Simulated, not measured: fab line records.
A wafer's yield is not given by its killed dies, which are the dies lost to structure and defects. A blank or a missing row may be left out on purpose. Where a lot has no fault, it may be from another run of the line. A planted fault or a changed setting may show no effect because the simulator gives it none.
Split-lot trial ; flow n5Finfet ; on a route of 1938 steps: 7 lots, 39 wafers read

## ABOUT THE SPLIT
At N5_FIN_SAQP_PECVD_47 (deposits a-Si from SiH4/He, target thk 45 nm, time 36.3 s), the setting timeS was moved away from the recipe's 36.3 s on 12 of the 39 wafers read, by -40.2% to +47.7%. For the rest of the wafers, this setting stayed at what the recipe calls for.

## FROM THE SPLIT TO THE READING: what the file shows between them, 4 steps
- N5_FIN_SAQP_PECVD_48: deposits SiNx from SiH4/NH3/N2, target thk 25 nm, time 22.1 s
- N5_FIN_SAQP_PECVD_06: deposits a-Si from SiH4/He, target thk 60 nm, time 48.1 s
- N5_FIN_SAQP_ETCH_57: etches SiNx in CH3F/O2, target depth 32.5 nm, time 46.4 s
- N5_FIN_SAQP_ETCH_65: etches SiO2 in CF4, target depth 4 nm, time 4.4 s

## THE READING
oesProductAu, in a.u., at N5_FIN_SAQP_MANDREL_ETCH_58 (etches a-Si in HBr/Cl2, stops on SiNx, target depth 45 nm, bt time 10 s, time 27 s). A value of 0.690 a.u. with a standard deviation of 0.012 a.u. is what fault-free wafers of this fab line usually give.

wafer;tool, chamber at the split;timeS as run, s;against the recipe;oesProductAu, a.u.;against lot-mates on the recipe
L076.1;pecvd-03, 0;36.3;recipe;0.679;-
L076.2;pecvd-03, 2;36.3;recipe;0.699;-
L076.3;pecvd-03, 1;36.3;recipe;0.684;-
L076.4;pecvd-03, 0;36.3;recipe;0.700;-
L076.5;pecvd-03, 2;36.3;recipe;0.702;-
L076.6;pecvd-03, 1;36.3;recipe;0.716;-
L079.1;pecvd-01, 0;50.38;+38.8%;0.822;+0.127
L079.2;pecvd-01, 1;50.38;+38.8%;0.825;+0.130
L079.3;pecvd-01, 0;36.3;recipe;0.698;-
L079.4;pecvd-01, 1;36.3;recipe;0.694;-
L079.5;pecvd-01, 1;50.38;+38.8%;0.851;+0.156
L079.6;pecvd-01, 0;36.3;recipe;0.694;-
L083.1;pecvd-01, 0;36.3;recipe;0.673;-
L083.3;pecvd-01, 2;36.3;recipe;0.663;-
L083.4;pecvd-01, 2;36.3;recipe;0.681;-
L084.1;pecvd-04, 1;36.3;recipe;0.687;-
L084.2;pecvd-04, 2;21.69;-40.2%;0.533;-0.159
L084.3;pecvd-04, 0;21.69;-40.2%;0.528;-0.164
L084.4;pecvd-04, 1;21.69;-40.2%;0.549;-0.143
L084.5;pecvd-04, 2;36.3;recipe;0.714;-
L084.6;pecvd-04, 0;36.3;recipe;0.676;-
L085.1;pecvd-01, 0;36.3;recipe;0.678;-
L085.2;pecvd-01, 2;36.3;recipe;0.677;-
L085.3;pecvd-01, 0;36.3;recipe;0.698;-
L085.4;pecvd-01, 2;36.3;recipe;0.690;-
L085.5;pecvd-01, 2;36.3;recipe;0.681;-
L085.6;pecvd-01, 0;36.3;recipe;0.691;-
L086.1;pecvd-03, 0;42.17;+16.2%;0.758;+0.075
L086.2;pecvd-03, 2;36.3;recipe;0.674;-
L086.3;pecvd-03, 1;36.3;recipe;0.683;-
L086.4;pecvd-03, 2;42.17;+16.2%;0.745;+0.062
L086.5;pecvd-03, 0;42.17;+16.2%;0.743;+0.060
L086.6;pecvd-03, 1;36.3;recipe;0.691;-
L089.1;pecvd-03, 2;36.3;recipe;0.676;-
L089.2;pecvd-03, 0;36.3;recipe;0.698;-
L089.3;pecvd-03, 1;36.3;recipe;0.674;-
L089.4;pecvd-03, 2;53.63;+47.7%;0.851;+0.168
L089.5;pecvd-03, 0;53.63;+47.7%;0.852;+0.169
L089.6;pecvd-03, 1;53.63;+47.7%;0.859;+0.176

FIT RESULTS
A straight line over all 39 wafers: oesProductAu changes by +0.00365 a.u. for each +1% of timeS; r = +0.99; the points scatter about the line by 0.012 a.u.
The same after taking each lot's own level away (the mean of its wafers on the recipe; 39 wafers): +0.00369 a.u. for each +1%; r = +0.99; scatter 0.01 a.u.
The reading moves by 0.18 a.u. for the largest change in timeS, on that fit.
The span of the lots' own levels, 0.6723 to 0.6967 a.u., comes to 2.0 times the standard deviation stated above.
So the lot-to-lot level changes the slope little: the two slopes agree.
Check: +0.176 a.u. against its lot-mates is what the line predicts for one of the wafers moved furthest among these (+47.7%) when that wafer is left out of the fit. It came out at +0.168 a.u. against them.

## THE WHOLE CHAIN: every reading that the file lists as answering this split, in the file's order
step;what it does;reading;change (the file's fit);r (the file's)
N5_FIN_SAQP_PECVD_47;deposits a-Si from SiH4/He, target thk 45 nm, time 36.3 s;a-Si_of_FIN_SAQP_PECVD_47.thkNm (the simulator's own value, which no gauge read);+0.463 nm for each +1% of the setting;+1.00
N5_FIN_SAQP_MANDREL_ETCH_58;etches a-Si in HBr/Cl2, stops on SiNx, target depth 45 nm, bt time 10 s, time 27 s;oesProductAu;+0.00368 a.u. for each +1% of the setting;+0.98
N5_FIN_SAQP_MANDREL_ETCH_58;etches a-Si in HBr/Cl2, stops on SiNx, target depth 45 nm, bt time 10 s, time 27 s;etch.depthNm (the simulator's own value, which no gauge read);+0.463 nm for each +1% of the setting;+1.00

## THE FILE'S OWN FIT
oesProductAu changes by +0.00368 a.u. for each +1% of timeS, r = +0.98.
